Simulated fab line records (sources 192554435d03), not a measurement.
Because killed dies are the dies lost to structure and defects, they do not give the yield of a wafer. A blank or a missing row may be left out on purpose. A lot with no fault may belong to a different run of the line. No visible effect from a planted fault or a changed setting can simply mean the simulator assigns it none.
Code-filled problem report in 8D (eight disciplines) form / flow n5-finfet / the parts of the form that need people (team, actions taken, sign-off) are left out

1. WHAT IS WRONG
Wafers with no fault read 150.1 W with a standard deviation of 0.47, whereas bias-w at N5_BEOL_M12_ETCH_59 reads a mean of 121.9 W on 1 wafer of 1 lot. Relative to the usual mean, that is a shift of -60 standard deviations.
The step: etches BARC in N2/H2, target depth 89 nm, overetch 26.7 nm, time 67.9 s.
The first sign was on wafer L890.4 at day 13 12:43, on rie-diel-06. The record has a number at this step for 33 wafers belonging to 11 lots. Rule for "out", or "out of limits": more than 4 standard deviations from the usual mean. The other wafers with a number count as sound.

2. WHAT IT IS AND WHAT IT IS NOT
question=which readings at this step | is=bias-w, rf-vpp-V | is not=drypump-motor-current-A, oes-product-au, showerhead-plenum-p-Torr, throttle-valve-pct
question=which lots | is=L890 | is not=L879, L880, L881, L882, L883, L884, L894, L897, L899, L900
question=which wafers of those lots | is=L890.4 | is not=L890.1, L890.2
question=read on which tools | is=rie-diel-06 | is not=rie-diel-04, rie-diel-05
question=when | is=from day 13 12:43 | is not=up to then (20 sound wafers); but 12 sound wafers of L894, L897, L899, L900 came after

3. SUSPECTS, AND WHAT RULES EACH OUT
Counting: any tool at a process step up to the reading remains a suspect provided it ran every lot that is out. Sound lots after the first of them don't rule it out here, since some wafers of a struck lot are sound.
- rtp-anneal-02 at N5_BEOL_M11_ANNEAL_51 (time 90 s): kept. The lot that is out, L890, ran on it at day 13 11:10; the last sound lot it ran before that was L880, at day 10 22:33.
- cmp-02 at N5_BEOL_M11_CMP_52 (polishes, stops on SiCOH lowk, t overpolish 7 s, target thk 140 nm): kept. The lot that is out, L890, ran on it at day 13 11:28; the last sound lot it ran before that was L882, at day 11 13:44.
- rie-diel-06 at N5_BEOL_M12_ETCH_59 (etches BARC in N2/H2, target depth 89 nm, overetch 26.7 nm, time 67.9 s): kept. The lot that is out, L890, ran on it at day 13 12:43; the last sound lot it ran before that was L882, at day 11 14:46. Its own bias-w, rf-vpp-V readings are out on those wafers.
- In cmp-02 at N5_BEOL_M11_CMP_52, the wafers that are out were processed in chamber 2 and their sound lot-mates in chambers 1, 3.
- In rie-diel-06 at N5_BEOL_M12_ETCH_59, the wafers that are out were processed in chamber 2 and their sound lot-mates in chambers 0, 1.
rtp-anneal-02 at N5_BEOL_M11_ANNEAL_51, cmp-02 at N5_BEOL_M11_CMP_52 and rie-diel-06 at N5_BEOL_M12_ETCH_59 are what is left after counting.

4. THE CAUSE (what the simulator had put in)
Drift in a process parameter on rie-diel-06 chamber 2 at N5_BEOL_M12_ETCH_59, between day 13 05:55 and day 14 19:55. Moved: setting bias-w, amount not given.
Of the 3 suspects that counting leaves, this tool is one.

5. SEQUENCE OF EFFECTS, ordered by route
One row per reading whose mean, taken over the struck wafers that have a number, lies over 3 standard deviations from the usual. Only readings for which the record gives a usual standard deviation are gone through. hours: the time from each lot's start at the first step in this table that gives one to its start at this step, as a median over the lots. sigmas: the change in usual standard deviations.
hours=0; step=N5_BEOL_M12_ETCH_59; reading=bias-w; usual=150.1 W; on struck wafers=121.9; change=-28.2; sigmas=-60
hours=0; step=N5_BEOL_M12_ETCH_59; reading=rf-vpp-V; usual=524.2 V; on struck wafers=459.0; change=-65.2; sigmas=-22
Process steps it contains:
- N5_BEOL_M12_ETCH_59: etches BARC in N2/H2, target depth 89 nm, overetch 26.7 nm, time 67.9 s.
Later steps that measure or inspect, where all struck wafers having a row at the step show a number for every such reading and not one has moved that far: N5_BEOL_M12_CD_MEAS_17.

6. HOW IT WOULD HAVE BEEN CAUGHT EARLIER
In this record the first reading out of limits was taken at day 13 12:43, 7 hours after the fault began at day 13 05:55.
